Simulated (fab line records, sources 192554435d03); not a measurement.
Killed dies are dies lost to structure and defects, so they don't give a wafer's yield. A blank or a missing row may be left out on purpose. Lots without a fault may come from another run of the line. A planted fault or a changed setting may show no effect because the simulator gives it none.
fab line records | flow n5_finfet
record lots=23 wafers=69 last_day=18
route steps=1938 shown BEOL_M10@1527 BEOL_M11@1550
lots that met no fault: from a run of the same line without faults
start_h: hours from the record's first day to the start of the lot's first wafer shown | wait_h: hours since the lot's step before | " the same as in the row above | L1.1+2: a row that stands for several wafers | - no value, or no start given | * or withheld: withheld | < > ~ a bound
route shown NAME@n: a module of which the file shows steps, and the number in the route of the first | usual: mean/standard deviation of fault-free wafers | same: alike in all rows | chamber/n: place in a boat | sites: the reading at each site | _std_site: their standard deviation | _edge_site: outer sites' mean less inner sites' | radius_mm: how far each site lies from the wafer's centre | mask NAME#n: copy n | behind: the tool/chamber that last shaped the wafer | hold: why the lot was held/for how many hours/how that ended | device: the transistor (n, p or np) that didn't switch | end of line: the same wafers' tests at the end of the route | a step without rows: its recipe alone | killed: dies lost to structure and defects at the first sort, not the wafer's yield | map: a wafer's dies, x killed, . not, _ none there
set.NAME: the setting as run; set.NAME@STEP: as run at that earlier step | model.NAME: the simulator's own value behind a step, which no gauge read
steps of the route over a sample of lots; a table a step, a row a wafer
services: from which hour (start_h, from the record's first day; less than 0 if before it) a tool's chamber was out of use, for how many hours, and why
## steps
# step N5_BEOL_M10_SPUTTER_48
# recipe material=Cu target_thk_a=120 temp_c=-20 bias_v=60 power_w=26000 chamber_pressure_pa=0.13 time_s=2
# usual chuck_gas_flow_sccm=1.25/0.053 substrate_temp_c=-20.01/0.1 throttle_valve_pct=29.9/0.95
# columns lot.wafer tool chamber start_h wait_h chuck_gas_flow_sccm substrate_temp_c throttle_valve_pct
L074.1 pvd_sputter-03 - 223.95 0.2 1.16 -19.93 31.3
L074.4 " - " " 1.26 -20.18 30.0
L074.6 " - " " 1.17 -20.01 30.2
L076.3 pvd_sputter-01 - 227.97 0.1 1.24 -20.18 31.8
L076.4 " - " " 1.29 -19.93 29.1
L076.6 " - " " 1.13 -19.82 29.0
L077.1 pvd_sputter-01 - 244.46 0.1 1.30 -20.10 30.6
L077.4 " - " " 1.21 -20.02 31.9
L077.5 " - " " 1.30 -19.87 28.8
L075.1 pvd_sputter-02 - 247.67 0.1 1.40 -19.96 30.1
L075.2 " - " " 1.25 -20.05 30.4
L075.6 " - " " 1.35 -19.92 30.2
L079.4 pvd_sputter-01 - 252.99 0.1 1.19 -19.85 29.1
L079.5 " - " " 1.25 -19.87 30.1
L079.6 " - " " 1.27 -19.92 28.5
L078.1 pvd_sputter-01 - 253.63 0.4 1.32 -20.18 28.8
L078.4 " - " " 1.23 -19.98 31.8
L078.6 " - " " 1.27 -20.12 28.8
L080.1 pvd_sputter-02 - 271.49 0.1 1.23 -20.07 28.6
L080.5 " - " " 1.36 -20.13 29.8
L080.6 " - " " 1.30 -19.80 30.2
L082.1 pvd_sputter-01 - 272.04 0.3 1.30 -20.04 28.8
L082.2 " - " " 1.25 -19.93 28.9
L082.3 " - " " 1.28 -20.14 30.3
L083.2 pvd_sputter-02 - 274.86 0.1 1.24 -20.04 29.6
L083.4 " - " " 1.27 -19.99 28.8
L083.5 " - " " 1.29 -19.90 28.6
L085.1 pvd_sputter-02 - 280.15 2.0 1.34 -20.06 28.8
L085.4 " - " " 1.17 -20.11 30.2
L085.6 " - " " 1.30 -20.00 28.7
L081.1 pvd_sputter-02 - 280.23 1.8 1.25 -19.95 30.0
L081.2 " - " " 1.23 -20.03 30.6
L081.3 " - " " 1.26 -20.07 28.6
L084.2 pvd_sputter-03 - 300.73 0.1 1.27 -19.91 29.6
L084.4 " - " " 1.24 -20.01 30.2
L084.5 " - " " 1.20 -19.96 30.5
L087.3 pvd_sputter-01 - 317.75 0.1 1.20 -19.80 31.8
L087.5 " - " " 1.30 -19.97 29.0
L087.6 " - " " 1.28 -19.93 31.9
L086.1 pvd_sputter-02 - 318.88 0.4 1.27 -20.10 28.7
L086.4 " - " " 1.20 -20.06 30.2
L086.5 " - " " 1.28 -20.02 28.2
L088.3 pvd_sputter-02 - 319.24 0.1 1.18 -20.17 29.4
L088.5 " - " " 1.20 -20.18 29.3
L088.6 " - " " 1.27 -19.90 30.1
L089.1 pvd_sputter-03 - 321.67 0.1 1.21 -20.07 31.6
L089.4 " - " " 1.29 -20.00 30.2
L089.5 " - " " 1.29 -20.16 31.3
L090.2 pvd_sputter-03 - 328.19 0.1 1.29 -20.11 29.3
L090.4 " - " " 1.13 -19.96 31.1
L090.6 " - " " 1.22 -19.93 31.5
L091.1 pvd_sputter-01 - 330.41 0.1 1.20 -19.84 29.1
L091.2 " - " " 1.26 -20.17 29.9
L091.4 " - " " 1.20 -20.03 30.1
L093.1 pvd_sputter-03 - 349.03 0.1 1.25 -20.00 31.4
L093.2 " - " " 1.28 -20.09 29.9
L093.4 " - " " 1.26 -20.04 29.5
L094.3 pvd_sputter-03 - 349.69 0.4 1.26 -19.82 29.7
L094.5 " - " " 1.13 -19.97 30.1
L094.6 " - " " 1.20 -20.07 31.3
L095.1 pvd_sputter-02 - 356.38 0.1 1.29 -20.20 29.6
L095.2 " - " " 1.33 -20.02 28.5
L095.3 " - " " 1.22 -20.06 30.0
L096.1 pvd_sputter-01 - 372.73 0.2 1.21 -19.88 28.9
L096.3 " - " " 1.25 -20.12 31.3
L096.4 " - " " 1.24 -19.93 30.0
L097.2 pvd_sputter-02 - 383.03 0.1 1.31 -20.07 28.7
L097.4 " - " " 1.32 -20.00 30.1
L097.6 " - " " 1.22 -20.08 30.1
# step N5_BEOL_M11_OVL_MEAS_12
# recipe points_per_wafer=44
# usual M11_OVL=0.4/0.8
# same points_per_wafer=44
# columns lot.wafer tool chamber start_h wait_h M11_OVL[nm]
L074.1 overlay-02 0 228.55 0.0 0.5
L074.4 " 0 " " 0.2
L074.6 " 0 " " 0.5
L076.3 overlay-02 0 230.28 0.0 0.8
L076.4 " 0 " " -0.6
L076.6 " 0 " " 1.3
L077.1 overlay-01 0 247.77 0.0 -0.1
L077.4 " 0 " " 0.8
L077.5 " 0 " " 0.0
L075.1 overlay-02 0 251.51 0.0 0.5
L075.2 " 0 " " -0.7
L075.6 " 0 " " -0.4
L079.4 overlay-02 0 257.11 0.0 -0.3
L079.5 " 0 " " 1.3
L079.6 " 0 " " -0.3
L078.1 overlay-02 0 257.43 0.0 0.3
L078.4 " 0 " " 0.2
L078.6 " 0 " " 1.1
L080.1 overlay-01 0 275.68 0.0 -1.3
L080.5 " 0 " " -1.5
L080.6 " 0 " " -0.9
L082.1 overlay-02 0 275.72 0.0 0.0
L082.2 " 0 " " 0.3
L082.3 " 0 " " 0.2
L083.2 overlay-01 0 277.74 0.0 0.7
L083.4 " 0 " " 0.3
L083.5 " 0 " " -0.1
L085.1 overlay-02 0 283.34 0.0 -0.7
L085.4 " 0 " " 0.3
L085.6 " 0 " " 0.8
L081.1 overlay-02 0 283.49 0.0 -0.2
L081.2 " 0 " " -0.2
L081.3 " 0 " " 0.8
L084.2 overlay-02 0 307.98 0.0 2.0
L084.4 " 0 " " 1.2
L084.5 " 0 " " -0.6
L087.3 overlay-02 0 320.88 0.0 0.5
L087.5 " 0 " " 0.9
L087.6 " 0 " " 0.3
L086.1 overlay-02 0 321.28 0.0 0.8
L086.4 " 0 " " -0.6
L086.5 " 0 " " 0.8
L088.3 overlay-02 0 322.62 0.0 -1.5
L088.5 " 0 " " 0.0
L088.6 " 0 " " 0.3
L089.1 overlay-01 0 325.61 0.0 1.3
L089.4 " 0 " " 0.0
L089.5 " 0 " " -0.3
L090.2 overlay-02 0 331.46 0.0 1.3
L090.4 " 0 " " 0.6
L090.6 " 0 " " 0.6
L091.1 overlay-01 0 335.00 0.0 0.0
L091.2 " 0 " " 0.8
L091.4 " 0 " " 1.4
L093.1 overlay-02 0 354.49 0.0 0.3
L093.2 " 0 " " 1.4
L093.4 " 0 " " 0.8
L094.3 overlay-01 0 354.89 0.0 0.2
L094.5 " 0 " " 1.7
L094.6 " 0 " " 0.8
L095.1 overlay-02 0 362.68 0.0 1.0
L095.2 " 0 " " 1.5
L095.3 " 0 " " 1.2
L096.1 overlay-01 0 376.48 0.0 -0.4
L096.3 " 0 " " 0.7
L096.4 " 0 " " -0.2
L097.2 overlay-02 0 386.91 0.0 0.8
L097.4 " 0 " " 1.6
L097.6 " 0 " " 1.3
# step N5_BEOL_M11_INSPECT_13
# recipe mode=adi inspect_instrument=brightfield
# usual raw_defect_count=407/97
# columns lot.wafer tool chamber start_h wait_h raw_defect_count
L074.1 defect_inspect-01 - 228.57 0.0 384
L074.4 " - " " 337
L074.6 " - " " 435
L076.3 defect_inspect-01 - 230.30 0.0 498
L076.4 " - " " 410
L076.6 " - " " 360
L077.1 defect_inspect-01 - 247.80 0.0 376
L077.4 " - " " 379
L077.5 " - " " 486
L075.1 defect_inspect-01 - 251.54 0.0 365
L075.2 " - " " 337
L075.6 " - " " 368
L079.4 defect_inspect-01 - 257.13 0.0 398
L079.5 " - " " 395
L079.6 " - " " 325
L078.1 defect_inspect-01 - 257.46 0.0 359
L078.4 " - " " 278
L078.6 " - " " 322
L080.1 defect_inspect-01 - 275.71 0.0 573
L080.5 " - " " 640
L080.6 " - " " 334
L082.1 defect_inspect-02 - 275.75 0.0 647
L082.2 " - " " 497
L082.3 " - " " 606
L083.2 defect_inspect-02 - 277.77 0.0 316
L083.4 " - " " 317
L083.5 " - " " 360
L085.1 defect_inspect-01 - 283.36 0.0 495
L085.4 " - " " 693
L085.6 " - " " 306
L081.1 defect_inspect-02 - 283.51 0.0 409
L081.2 " - " " 297
L081.3 " - " " 323
L084.2 defect_inspect-01 - 308.00 0.0 520
L084.4 " - " " 255
L084.5 " - " " 404
L087.3 defect_inspect-01 - 320.91 0.0 349
L087.5 " - " " 281
L087.6 " - " " 298
L086.1 defect_inspect-01 - 321.30 0.0 286
L086.4 " - " " 294
L086.5 " - " " 318
L088.3 defect_inspect-02 - 322.64 0.0 539
L088.5 " - " " 518
L088.6 " - " " 542
L089.1 defect_inspect-02 - 325.63 0.0 578
L089.4 " - " " 557
L089.5 " - " " 377
L090.2 defect_inspect-02 - 331.48 0.0 489
L090.4 " - " " 389
L090.6 " - " " 405
L091.1 defect_inspect-02 - 335.02 0.0 408
L091.2 " - " " 280
L091.4 " - " " 325
L093.1 defect_inspect-01 - 354.51 0.0 497
L093.2 " - " " 381
L093.4 " - " " 345
L094.3 defect_inspect-01 - 354.91 0.0 530
L094.5 " - " " 418
L094.6 " - " " 474
L095.1 defect_inspect-02 - 362.71 0.0 328
L095.2 " - " " 269
L095.3 " - " " 272
L096.1 defect_inspect-01 - 376.50 0.0 436
L096.3 " - " " 387
L096.4 " - " " 520
L097.2 defect_inspect-01 - 386.94 0.0 304
L097.4 " - " " 370
L097.6 " - " " 353
# step N5_BEOL_M11_DESCUM_16
# recipe chemistry=O2 time_s=7.9 source_power_w=50 bias_power_w=20 pressure_mtorr=20 rf_frequency_hz=2.712e+07 temp_c=40 resist=CAR-ArF o2_flow_sccm=225
# usual drypump_motor_current_A=5.8/0.41 oes_product_au=0.81/0.096 rf_vpp_V=243.5/1.5 showerhead_plenum_p_Torr=2.11/0.079 throttle_valve_pct=20.47/0.27
# columns lot.wafer tool chamber start_h wait_h drypump_motor_current_A oes_product_au rf_hours_counter_h rf_vpp_V showerhead_plenum_p_Torr throttle_valve_pct
L074.1 rie_diel-05 2 228.61 0.0 5.4 0.90 20 243.6 2.15 20.63
L074.4 " 3 " " 5.9 0.76 167 244.2 2.18 20.74
L074.6 " 1 " " 6.2 0.95 - 244.2 2.12 19.80
L076.3 rie_diel-06 2 230.33 0.0 5.8 0.67 251 242.1 1.96 20.90
L076.4 " 3 " " 5.9 0.88 - 242.6 2.05 20.41
L076.6 " 2 " " 5.8 0.67 - 240.0 1.96 20.90
L077.1 rie_diel-01 3 248.26 0.5 5.9 0.93 17 243.7 2.06 20.41
L077.4 " 1 " " 5.0 0.69 222 244.1 2.14 20.48
L077.5 " 3 " " 5.9 0.93 - 242.6 2.06 20.41
L075.1 rie_diel-01 0 251.58 0.0 6.7 0.71 233 243.0 2.04 20.32
L075.2 " 2 " " 6.0 0.73 170 240.8 2.00 20.19
L075.6 " 0 " " 6.7 0.71 - 243.0 2.04 20.33
L079.4 rie_diel-06 3 257.23 0.1 5.9 0.85 57 242.9 2.04 20.41
L079.5 " 3 " " 5.9 0.86 - 241.5 2.04 20.42
L079.6 " 2 " " 5.8 1.00 - 244.1 2.23 20.62
L078.1 rie_diel-06 2 257.49 0.0 5.8 0.99 1 246.3 2.23 20.64
L078.4 " 0 " " 5.5 0.96 9 246.3 2.22 20.30
L078.6 " 2 " " 5.7 0.99 - 244.9 2.23 20.62
L080.1 rie_diel-05 3 275.86 0.2 5.9 0.74 180 244.2 2.18 20.78
L080.5 " 0 " " 5.4 0.71 - 241.4 2.00 20.46
L080.6 " 3 " " 5.9 0.75 - 243.9 2.18 20.75
L082.1 rie_diel-06 1 275.87 0.1 6.2 0.72 189 244.1 2.18 20.83
L082.2 " 3 " " 5.9 0.85 63 242.2 2.04 20.45
L082.3 " 0 " " 5.4 0.94 16 244.9 2.22 20.32
L083.2 rie_diel-01 1 277.82 0.1 4.9 0.69 230 243.9 2.13 20.49
L083.4 " 2 " " 6.0 0.71 178 241.8 2.00 20.21
L083.5 " 3 " " 5.9 0.90 - 244.6 2.05 20.44
L085.1 rie_diel-01 3 283.39 0.0 5.9 0.91 25 242.6 2.05 20.42
L085.4 " 0 " " 6.7 0.71 240 242.7 2.04 20.34
L085.6 " 0 " " 6.7 0.72 - 240.4 2.04 20.33
L081.1 rie_diel-01 2 283.65 0.1 6.0 0.71 179 243.2 2.00 20.20
L081.2 " 0 " " 6.7 0.71 240 244.0 2.04 20.33
L081.3 " 1 " " 4.9 0.68 231 244.5 2.13 20.48
L084.2 rie_diel-01 3 308.04 0.0 5.9 0.89 33 242.8 2.05 20.44
L084.4 " 2 " " 6.0 0.71 - 240.3 2.00 20.23
L084.5 " 1 " " 4.9 0.69 - 245.2 2.13 20.48
L087.3 rie_diel-06 1 320.96 0.1 6.2 0.73 201 242.7 2.17 20.86
L087.5 " 2 " " 5.8 0.92 - 245.9 2.22 20.65
L087.6 " 1 " " 6.2 0.73 - 243.0 2.17 20.85
L086.1 rie_diel-05 3 321.34 0.0 5.9 0.74 193 244.7 2.17 20.79
L086.4 " 1 " " 6.2 0.90 40 245.3 2.11 19.86
L086.5 " 2 " " 5.4 0.85 - 243.9 2.14 20.64
L088.3 rie_diel-06 1 322.67 0.0 6.2 0.72 202 246.3 2.17 20.85
L088.5 " 2 " " 5.7 0.92 - 244.6 2.22 20.65
L088.6 " 3 " " 5.9 0.82 - 244.0 2.04 20.45
L089.1 rie_diel-05 0 325.67 0.0 5.4 0.71 189 240.9 1.99 20.48
L089.4 " 2 " " 5.4 0.83 51 244.4 2.14 20.65
L089.5 " 3 " " 5.9 0.73 - 244.5 2.17 20.80
L090.2 rie_diel-06 1 331.52 0.0 6.2 0.72 204 243.9 2.17 20.84
L090.4 " 0 " " 5.5 0.89 32 245.4 2.22 20.35
L090.6 " 1 " " 6.2 0.71 - 244.5 2.17 20.86
L091.1 rie_diel-06 2 335.21 0.2 5.8 0.91 23 244.6 2.22 20.65
L091.2 " 3 " " 5.9 0.83 81 243.0 2.04 20.47
L091.4 " 0 " " 5.4 0.90 33 245.3 2.22 20.36
L093.1 rie_diel-05 0 354.55 0.0 5.4 0.70 198 241.9 1.99 20.51
L093.2 " 2 " " 5.4 0.83 59 243.6 2.13 20.66
L093.4 " 1 " " 6.2 0.88 51 243.6 2.11 19.86
L094.3 rie_diel-05 3 355.67 0.8 5.9 0.72 202 244.0 2.17 20.80
L094.5 " 1 " " 6.3 0.86 - 243.5 2.11 19.88
L094.6 " 2 " " 5.4 0.82 - 244.2 2.13 20.66
L095.1 rie_diel-05 2 362.74 0.0 5.4 0.83 63 243.1 2.13 20.66
L095.2 " 3 " " 5.9 0.72 206 244.0 2.17 20.81
L095.3 " 0 " " 5.4 0.70 201 242.4 1.99 20.52
L096.1 rie_diel-06 3 376.54 0.0 5.9 0.82 90 242.5 2.03 20.47
L096.3 " 0 " " 5.5 0.88 39 245.2 2.21 20.36
L096.4 " 1 " " 6.2 0.71 214 245.0 2.17 20.88
L097.2 rie_diel-06 0 386.98 0.0 5.4 0.88 43 245.2 2.21 20.35
L097.4 " 2 " " 5.8 0.90 36 244.8 2.21 20.68
L097.6 " 0 " " 5.4 0.88 - 244.7 2.21 20.36
# step N5_BEOL_M11_ETCH_61
# recipe chemistry=CF4 target=SiARC target_depth_a=390 mask_material=CAR-ArF time_s=65 ion_energy_ev=80 pressure_mtorr=40 source_w=545 bias_w=36 Ar_flow_sccm=100 cf4_flow_sccm=100 ends=cleared
# usual drypump_motor_current_A=5.8/0.42 etch_rf_on_time_s=65.0/1.9 oes_product_au=0.69/0.084 rf_vpp_V=184.3/1.4 showerhead_plenum_p_Torr=2.16/0.078 throttle_valve_pct=15.68/0.23
# columns lot.wafer tool chamber start_h wait_h drypump_motor_current_A etch_rf_on_time_s oes_product_au rf_hours_counter_h rf_vpp_V showerhead_plenum_p_Torr throttle_valve_pct
L074.1 rie_diel-05 2 228.64 0.0 5.4 68.2 0.74 20 184.7 2.20 15.73
L074.4 " 3 " " 5.9 66.4 0.64 167 183.5 2.22 15.81
L074.6 " 1 " " 6.3 65.6 0.82 - 185.5 2.18 15.10
L076.3 rie_diel-06 2 230.37 0.0 5.7 64.6 0.58 251 182.8 2.03 16.18
L076.4 " 3 " " 5.9 65.1 0.75 - 181.1 2.09 15.52
L076.6 " 2 " " 5.7 65.0 0.58 - 183.4 2.03 16.18
L077.1 rie_diel-01 3 248.30 0.0 5.9 61.5 0.81 17 183.1 2.10 15.50
L077.4 " 1 " " 4.9 64.3 0.59 222 183.7 2.21 15.89
L077.5 " 3 " " 5.9 62.2 0.81 - 183.4 2.09 15.50
L075.1 rie_diel-01 0 251.62 0.0 6.7 63.3 0.62 233 185.9 2.12 15.75
L075.2 " 2 " " 6.0 67.4 0.61 170 182.9 2.06 15.48
L075.6 " 0 " " 6.7 63.9 0.62 - 184.2 2.12 15.73
L079.4 rie_diel-06 3 257.26 0.0 5.9 67.7 0.72 57 184.5 2.09 15.53
L079.5 " 3 " " 5.9 67.4 0.72 - 183.7 2.09 15.53
L079.6 " 2 " " 5.8 62.7 0.84 - 185.4 2.28 15.70
L078.1 rie_diel-06 2 257.53 0.0 5.8 62.4 0.85 1 185.8 2.28 15.73
L078.4 " 0 " " 5.5 64.1 0.81 10 185.0 2.29 15.58
L078.6 " 2 " " 5.8 63.1 0.85 - 186.3 2.28 15.72
L080.1 rie_diel-05 3 275.90 0.0 5.9 66.0 0.62 180 185.6 2.21 15.85
L080.5 " 0 " " 5.4 65.8 0.61 - 183.7 2.06 15.73
L080.6 " 3 " " 5.9 65.5 0.63 - 183.8 2.21 15.83
L082.1 rie_diel-06 1 275.90 0.0 6.2 64.4 0.63 189 185.2 2.21 15.97
L082.2 " 3 " " 5.9 66.7 0.72 63 182.3 2.09 15.55
L082.3 " 0 " " 5.5 64.6 0.79 16 186.2 2.29 15.58
L083.2 rie_diel-01 1 277.86 0.0 4.9 64.9 0.58 230 186.0 2.21 15.90
L083.4 " 2 " " 6.0 67.1 0.60 178 182.6 2.06 15.50
L083.5 " 3 " " 5.9 61.7 0.79 - 184.5 2.09 15.52
L085.1 rie_diel-01 3 283.43 0.0 5.9 61.8 0.79 25 183.1 2.09 15.51
L085.4 " 0 " " 6.7 62.9 0.61 240 183.8 2.12 15.77
L085.6 " 0 " " 6.7 62.7 0.62 - 183.4 2.12 15.76
L081.1 rie_diel-01 2 283.68 0.0 6.0 68.0 0.59 179 182.7 2.06 15.48
L081.2 " 0 " " 6.7 63.9 0.62 240 183.2 2.12 15.77
L081.3 " 1 " " 4.9 65.6 0.59 231 186.0 2.21 15.91
L084.2 rie_diel-01 3 308.07 0.0 5.9 62.5 0.78 33 183.4 2.09 15.55
L084.4 " 2 " " 6.0 67.8 0.59 - 181.8 2.06 15.50
L084.5 " 1 " " 4.9 65.2 0.58 - 185.9 2.20 15.91
L087.3 rie_diel-06 1 321.00 0.0 6.2 63.4 0.63 201 183.7 2.20 15.97
L087.5 " 2 " " 5.7 62.2 0.79 - 185.3 2.28 15.76
L087.6 " 1 " " 6.2 63.0 0.62 - 184.5 2.20 15.98
L086.1 rie_diel-05 3 321.37 0.0 5.9 66.9 0.61 193 184.9 2.21 15.87
L086.4 " 1 " " 6.2 66.3 0.76 40 185.3 2.17 15.14
L086.5 " 2 " " 5.4 67.5 0.71 - 184.3 2.19 15.76
L088.3 rie_diel-06 1 322.71 0.0 6.2 62.8 0.62 202 185.3 2.20 15.96
L088.5 " 2 " " 5.8 61.4 0.80 - 186.1 2.27 15.77
L088.6 " 3 " " 5.9 65.8 0.70 - 182.1 2.08 15.55
L089.1 rie_diel-05 0 325.70 0.0 5.4 67.2 0.60 189 183.8 2.06 15.76
L089.4 " 2 " " 5.4 67.4 0.71 51 184.6 2.19 15.79
L089.5 " 3 " " 5.9 67.4 0.61 - 185.7 2.21 15.87
L090.2 rie_diel-06 1 331.55 0.0 6.2 63.3 0.61 204 184.1 2.20 15.99
L090.4 " 0 " " 5.5 64.3 0.76 32 186.9 2.28 15.62
L090.6 " 1 " " 6.2 63.3 0.62 - 184.2 2.20 15.96
L091.1 rie_diel-06 2 335.24 0.0 5.8 62.1 0.78 23 186.2 2.27 15.76
L091.2 " 3 " " 5.9 66.4 0.70 81 182.3 2.08 15.57
L091.4 " 0 " " 5.5 64.3 0.76 33 185.0 2.28 15.62
L093.1 rie_diel-05 0 354.58 0.0 5.3 66.6 0.59 198 182.8 2.05 15.76
L093.2 " 2 " " 5.4 66.9 0.70 59 183.9 2.19 15.81
L093.4 " 1 " " 6.2 65.5 0.74 51 185.1 2.17 15.17
L094.3 rie_diel-05 3 355.71 0.0 5.9 66.2 0.61 202 186.8 2.20 15.87
L094.5 " 1 " " 6.2 66.6 0.74 - 185.7 2.17 15.17
L094.6 " 2 " " 5.4 66.7 0.70 - 183.7 2.19 15.79
L095.1 rie_diel-05 2 362.78 0.0 5.4 67.4 0.69 63 185.9 2.19 15.81
L095.2 " 3 " " 5.9 66.8 0.61 206 185.8 2.20 15.88
L095.3 " 0 " " 5.4 66.8 0.59 201 182.4 2.05 15.77
L096.1 rie_diel-06 3 376.57 0.0 5.9 67.0 0.70 90 182.3 2.08 15.59
L096.3 " 0 " " 5.5 66.2 0.74 39 186.7 2.28 15.64
L096.4 " 1 " " 6.2 63.4 0.61 214 184.9 2.20 16.02
L097.2 rie_diel-06 0 387.02 0.0 5.5 64.9 0.73 43 185.8 2.28 15.64
L097.4 " 2 " " 5.8 62.9 0.76 36 185.3 2.27 15.80
L097.6 " 0 " " 5.4 65.0 0.74 - 186.3 2.28 15.65
# step N5_BEOL_M11_ETCH_62
# recipe chemistry=N2/H2 target=SOC target_depth_a=1100 overetch_a=220 mask_material=SiARC temp_c=40 time_s=165 ion_energy_ev=200 pressure_mtorr=30 source_w=840 bias_w=150 n2_flow_sccm=200 h2_flow_sccm=200
# usual drypump_motor_current_A=5.8/0.42 oes_product_au=0.68/0.078 rf_vpp_V=524.5/2.7 showerhead_plenum_p_Torr=2.57/0.097 throttle_valve_pct=17.92/0.26
# columns lot.wafer tool chamber start_h wait_h drypump_motor_current_A oes_product_au rf_hours_counter_h rf_vpp_V showerhead_plenum_p_Torr throttle_valve_pct
L074.1 rie_diel-05 2 228.69 0.0 5.4 0.75 20 526.1 2.61 18.02
L074.4 " 3 " " 5.9 0.64 167 525.5 2.64 18.15
L074.6 " 1 " " 6.2 0.81 - 526.0 2.61 17.40
L076.3 rie_diel-06 2 230.42 0.0 5.8 0.58 251 519.0 2.41 18.50
L076.4 " 3 " " 5.9 0.74 - 522.2 2.48 17.69
L076.6 " 2 " " 5.8 0.58 - 519.6 2.41 18.51
L077.1 rie_diel-01 3 248.35 0.0 5.8 0.78 17 522.8 2.49 17.69
L077.4 " 1 " " 4.9 0.58 223 525.2 2.62 18.01
L077.5 " 3 " " 5.9 0.78 - 523.0 2.49 17.68
L075.1 rie_diel-01 0 251.67 0.0 6.7 0.61 233 523.3 2.52 17.92
L075.2 " 2 " " 6.0 0.61 170 518.8 2.44 17.67
L075.6 " 0 " " 6.7 0.61 - 523.7 2.52 17.91
L079.4 rie_diel-06 3 257.31 0.0 5.9 0.73 57 522.3 2.48 17.70
L079.5 " 3 " " 5.9 0.73 - 522.1 2.48 17.70
L079.6 " 2 " " 5.7 0.83 - 528.7 2.73 18.13
L078.1 rie_diel-06 2 257.58 0.0 5.7 0.82 1 528.1 2.73 18.13
L078.4 " 0 " " 5.5 0.79 10 528.7 2.70 17.74
L078.6 " 2 " " 5.8 0.82 - 529.3 2.73 18.14
L080.1 rie_diel-05 3 275.95 0.0 5.9 0.63 180 526.2 2.64 18.17
L080.5 " 0 " " 5.4 0.60 - 521.7 2.43 18.00
L080.6 " 3 " " 5.9 0.63 - 525.1 2.64 18.17
L082.1 rie_diel-06 1 275.95 0.0 6.2 0.62 189 524.8 2.64 18.25
L082.2 " 3 " " 5.9 0.72 63 522.9 2.47 17.71
L082.3 " 0 " " 5.5 0.78 16 527.7 2.70 17.74
L083.2 rie_diel-01 1 277.91 0.0 4.9 0.58 230 526.9 2.62 18.03
L083.4 " 2 " " 6.0 0.60 178 521.1 2.43 17.68
L083.5 " 3 " " 5.9 0.76 - 523.2 2.49 17.68
L085.1 rie_diel-01 3 283.48 0.0 5.9 0.77 25 523.9 2.49 17.70
L085.4 " 0 " " 6.7 0.60 240 522.0 2.52 17.93
L085.6 " 0 " " 6.7 0.60 - 522.9 2.52 17.94
L081.1 rie_diel-01 2 283.73 0.0 6.0 0.61 179 520.9 2.43 17.70
L081.2 " 0 " " 6.7 0.60 241 523.8 2.52 17.94
L081.3 " 1 " " 4.9 0.58 231 524.8 2.62 18.04
L084.2 rie_diel-01 3 308.12 0.0 5.9 0.75 33 523.3 2.49 17.71
L084.4 " 2 " " 6.0 0.60 - 520.5 2.43 17.68
L084.5 " 1 " " 4.9 0.58 - 527.0 2.61 18.03
L087.3 rie_diel-06 1 321.05 0.0 6.2 0.61 201 525.4 2.63 18.28
L087.5 " 2 " " 5.8 0.77 - 528.3 2.72 18.16
L087.6 " 1 " " 6.2 0.61 - 525.9 2.63 18.27
L086.1 rie_diel-05 3 321.42 0.0 5.9 0.62 193 526.2 2.63 18.17
L086.4 " 1 " " 6.3 0.77 40 524.6 2.60 17.43
L086.5 " 2 " " 5.4 0.72 - 523.9 2.60 18.07
L088.3 rie_diel-06 1 322.76 0.0 6.2 0.61 202 526.0 2.63 18.26
L088.5 " 2 " " 5.7 0.77 - 528.9 2.72 18.16
L088.6 " 3 " " 5.9 0.71 - 522.4 2.47 17.73
L089.1 rie_diel-05 0 325.75 0.0 5.4 0.60 189 520.7 2.43 18.03
L089.4 " 2 " " 5.4 0.72 51 525.1 2.60 18.08
L089.5 " 3 " " 5.9 0.62 - 524.7 2.63 18.16
L090.2 rie_diel-06 1 331.60 0.0 6.2 0.61 204 527.0 2.63 18.28
L090.4 " 0 " " 5.5 0.76 32 528.3 2.69 17.80
L090.6 " 1 " " 6.3 0.61 - 526.1 2.63 18.27
L091.1 rie_diel-06 2 335.29 0.0 5.8 0.76 23 528.4 2.72 18.18
L091.2 " 3 " " 5.9 0.70 81 521.6 2.47 17.73
L091.4 " 0 " " 5.5 0.75 34 529.5 2.69 17.79
L093.1 rie_diel-05 0 354.63 0.0 5.4 0.60 198 521.2 2.42 18.03
L093.2 " 2 " " 5.4 0.70 59 525.4 2.59 18.11
L093.4 " 1 " " 6.2 0.74 51 524.7 2.59 17.47
L094.3 rie_diel-05 3 355.76 0.0 5.9 0.61 202 526.8 2.63 18.19
L094.5 " 1 " " 6.2 0.75 - 524.8 2.59 17.44
L094.6 " 2 " " 5.4 0.70 - 525.9 2.59 18.10
L095.1 rie_diel-05 2 362.83 0.0 5.4 0.70 63 525.4 2.59 18.09
L095.2 " 3 " " 5.9 0.61 206 524.7 2.63 18.21
L095.3 " 0 " " 5.3 0.59 201 519.9 2.42 18.05
L096.1 rie_diel-06 3 376.62 0.0 5.9 0.70 90 521.7 2.46 17.76
L096.3 " 0 " " 5.5 0.74 39 526.8 2.69 17.79
L096.4 " 1 " " 6.2 0.60 214 524.4 2.62 18.29
L097.2 rie_diel-06 0 387.07 0.0 5.5 0.74 43 527.3 2.69 17.80
L097.4 " 2 " " 5.7 0.75 36 528.3 2.71 18.21
L097.6 " 0 " " 5.5 0.74 - 528.2 2.69 17.81
## services
# columns tool chamber start_h hours kind
rie_diel-06 0 213.94 - clean
rie_diel-06 0 213.94 - consumable_replace:focus_ring
rie_diel-06 0 213.94 - consumable_replace:showerhead
rie_diel-06 0 213.94 17.7 scheduled_down
rie_diel-06 0 213.94 17.7 vent_cycle
rie_diel-06 2 231.70 - clean
rie_diel-06 2 231.70 - consumable_replace:focus_ring
rie_diel-06 2 231.70 - consumable_replace:showerhead
rie_diel-06 2 231.70 23.1 scheduled_down
rie_diel-06 2 231.70 23.1 vent_cycle
rie_diel-05 0 247.47 3.2 repair
rie_diel-05 3 249.30 7.6 repair
rie_diel-01 0 299.00 10.6 repair
rie_diel-01 0 329.32 - clean
rie_diel-01 0 329.32 - consumable_replace:focus_ring
rie_diel-01 0 329.32 14.9 scheduled_down
rie_diel-01 0 329.32 14.9 vent_cycle
rie_diel-05 - 337.19 0.3 repair
rie_diel-01 1 344.20 - clean
rie_diel-01 1 344.20 - consumable_replace:focus_ring
rie_diel-06 - 348.21 15.6 pm
rie_diel-06 0 369.66 5.8 repair
rie_diel-05 0 372.63 4.3 repair
rie_diel-05 - 383.21 2.8 pm
## key
fault none
